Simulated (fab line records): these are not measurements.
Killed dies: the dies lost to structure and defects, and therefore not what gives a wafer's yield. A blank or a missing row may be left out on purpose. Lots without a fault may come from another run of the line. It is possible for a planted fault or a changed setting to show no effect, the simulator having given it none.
A lot that was struck, set against a sound lot | flow nandHarc | 29 steps out of a route of 1302
Sound: the wafers L335.1, L335.5, L335.6. Struck: wafers L350.2, L350.3. (L350.1 of the same lot was not struck and is left out.) The cause comes at the end.
Per side, at each step with rows, come the tool, then ch with its chambers, and then its first start. Under that, the readings that differ: sound wafers | struck wafers | difference of the means | sigmas: that difference in standard deviations of wafers without a fault.
alike: readings with means less than 2 such deviations apart, plus words and numbers identical on both sides. not compared: withheld readings, readings lacking a value on some wafer, bounds such as >300 that could conceal the same value, and numbers that have no deviation in the record and whose values overlap.
Wherever a step has rows on one side only, a row that says differs or no value, or a row with sigmas, the two part there. Numbers that have no deviation but don't overlap get no sigmas and don't part them. Lack of a reading on every wafer of one side parts them only where that side has two or more wafers.

NHARC_A_CHANNEL_HOLE_D2_CD_MEAS_10 targets a cd of 100 nm.
  sound on cdSem-03 ch 0, day 13 04:34; struck on cdSem-01 ch 0, day 19 15:20
  alike: cdNm
NHARC_A_CHANNEL_HOLE_D2_OVL_MEAS_11:
  sound on overlay-01, day 13 04:40; struck on overlay-01, day 19 15:25
  alike: overlayXNm, overlayYNm
NHARC_A_CHANNEL_HOLE_D2_INSPECT_12:
  sound on defectInspect-01, day 13 04:42; struck on defectInspect-02, day 19 15:27
reading        | sound | struck | difference | sigmas
rawDefectCount | 7 4 5 | 58 57  | +52        | +2
then, 1 step without rows for these wafers: NHARC_A_CHANNEL_HOLE_D2_DESCUM_15 (chemistry O2, time 3 s).
NHARC_A_CHANNEL_HOLE_D2_ETCH_38: etches the open film in CF4, target depth 39 nm, time 65 s.
  sound on rieDiel-09 ch 1,2,3, day 13 04:52; struck on rieDiel-09 ch 1,3, day 19 15:36
  alike: drypumpMotorCurrentA, oesProductAu, rfFwdPowerW, rfVppV, showerheadPlenumPTorr, throttleValvePct
  not compared: rfHoursCounterH
then, 1 step without rows for these wafers: NHARC_A_CHANNEL_HOLE_D2_ETCH_39 (etches the open film in N2/H2, target depth 260 nm, time 325 s).
NHARC_A_CHANNEL_HOLE_D2_ETCH_34: etches the open film in CF4/CHF3, target depth 154 nm, time 77 s.
  sound: rieDiel-09 ch 1,2; struck: rieDiel-09 ch 1,3
  alike: drypumpMotorCurrentA, oesProductAu, rfFwdPowerW, rfVppV, showerheadPlenumPTorr, throttleValvePct
  not compared: rfHoursCounterH
then, 1 step without rows for these wafers: NHARC_A_CHANNEL_HOLE_D2_ETCH_16 (etches the open film in O2/COS, target depth 3100 nm, time 806 s).
NHARC_A_CHANNEL_HOLE_D2_CD_MEAS_18:
  sound on cdSem-03, day 13 05:52; struck on cdSem-01, day 19 16:37
  alike: cdNm
then, 3 steps without rows for these wafers: NHARC_A_CHANNEL_HOLE_D2_ETCH_19 (etches the open film in C4F8/O2/Ar, time 34.5 s); NHARC_A_CHANNEL_HOLE_D2_ETCH_20 (etches the open film in C4F8/O2/Ar, time 361.9 s, target depth 1600 nm); NHARC_A_CHANNEL_HOLE_D2_ETCH_21 (etches the open film in C4F8/O2/Ar, time 514.3 s, target depth 1600 nm).
NHARC_A_CHANNEL_HOLE_D2_ETCH_22: etches the open film in C4F8/O2/Ar, time 666.7 s, target depth 1600 nm.
  sound on harEtch-02 ch 0,1, day 13 09:41; struck on harEtch-02 ch 0, day 19 17:34
  alike: drypumpMotorCurrentA, showerheadPlenumPTorr, throttleValvePct
  not compared: rfHoursCounterH
then, 1 step without rows for these wafers: NHARC_A_CHANNEL_HOLE_D2_ETCH_23 (etches the open film in C4F8/O2/Ar, time 819 s, target depth 1600 nm).
NHARC_A_CHANNEL_HOLE_D2_ETCH_24: etches the open film in C4F8/O2/Ar, time 906.2 s, target depth 1500 nm.
  sound on harEtch-02 ch 0,1, day 13 10:58; struck on harEtch-02 ch 0, day 19 18:49
  alike: drypumpMotorCurrentA, showerheadPlenumPTorr, throttleValvePct
  not compared: rfHoursCounterH
then, 6 steps without rows for these wafers: NHARC_A_CHANNEL_HOLE_D2_ETCH_25 (etches the open film in C4F8/O2/Ar, time 1040.2 s, target depth 1500 nm); NHARC_A_CHANNEL_HOLE_D2_ETCH_26 (etches the open film in C4F8/O2/Ar, time 224.1 s, target depth 300 nm); NHARC_A_CHANNEL_HOLE_D2_ETCH_27 (etches the open film in C4F8/O2/Ar, time 90 s, target depth 400 nm); NHARC_A_CHANNEL_HOLE_D2_STRIP_41 (strips in N2/H2); NHARC_A_CHANNEL_HOLE_D2_STRIP_42 (strips in CF4/CHF3); NHARC_A_CHANNEL_HOLE_D2_STRIP_43 (strips in O2/COS).
NHARC_A_CHANNEL_HOLE_D2_ETCH_44: etches the open film in CF4/O2, target depth 140 nm, overetch 14 nm, time 77 s.
  sound on rieDiel-12 ch 0,2,3, day 13 13:55; struck on rieDiel-02 ch 2,3, day 19 21:25
reading              | sound                | struck        | difference | sigmas
throttleValvePct (%) | 13.384 13.389 13.385 | 13.408 13.414 | +0.025     | +3
  alike: drypumpMotorCurrentA, oes_o_777_au, oesProductAu, rfFwdPowerW, rfVppV, showerheadPlenumPTorr
  not compared: rfHoursCounterH
NHARC_A_CHANNEL_HOLE_D2_STRIP_28: strips in O2.
  sound: rieDiel-12 ch 2,3; struck: rieDiel-02 ch 1,2
  alike: drypumpMotorCurrentA, oesProductAu, rfVppV, showerheadPlenumPTorr, throttleValvePct
  not compared: rfHoursCounterH
then, 2 steps without rows for these wafers: NHARC_A_CHANNEL_HOLE_D2_PRECLEAN_29 (cleans in SC1); NHARC_A_CHANNEL_HOLE_D2_SRD_30.
NHARC_A_CHANNEL_HOLE_D2_CD_MEAS_31:
  sound on cdSem-02, day 13 14:41; struck on cdSem-03, day 19 22:13
reading   | sound          | struck    | difference | sigmas
cdNm (nm) | 92.2 89.8 93.6 | 87.5 88.4 | -3.9       | -2
NHARC_A_CHANNEL_HOLE_D2_XSEM_32:
  sound on xsem-02 ch 0, day 13 14:47; struck on xsem-02 ch 0, day 19 22:19
reading    | sound          | struck      | difference | sigmas
bowNm (nm) | 8.83 8.84 8.82 | 12.38 12.45 | +3.58      | +16
  alike: botCdNm, tiltDeg
NHARC_A_CHANNEL_HOLE_D2_INSPECT_40:
  sound on defectInspect-01, day 13 14:53; struck on defectInspect-02, day 19 22:24
  alike: rawDefectCount
next, for these wafers, 1 step has no rows: NHARC_END_SORT_01.

== WHERE THEY PART ==
At NHARC_A_CHANNEL_HOLE_D2_INSPECT_12 first; at NHARC_A_CHANNEL_HOLE_D2_XSEM_32 last (within this record only). Later steps at which nothing parts them and some readings are alike: NHARC_A_CHANNEL_HOLE_D2_INSPECT_40.

WHY: what had been put in by the simulator
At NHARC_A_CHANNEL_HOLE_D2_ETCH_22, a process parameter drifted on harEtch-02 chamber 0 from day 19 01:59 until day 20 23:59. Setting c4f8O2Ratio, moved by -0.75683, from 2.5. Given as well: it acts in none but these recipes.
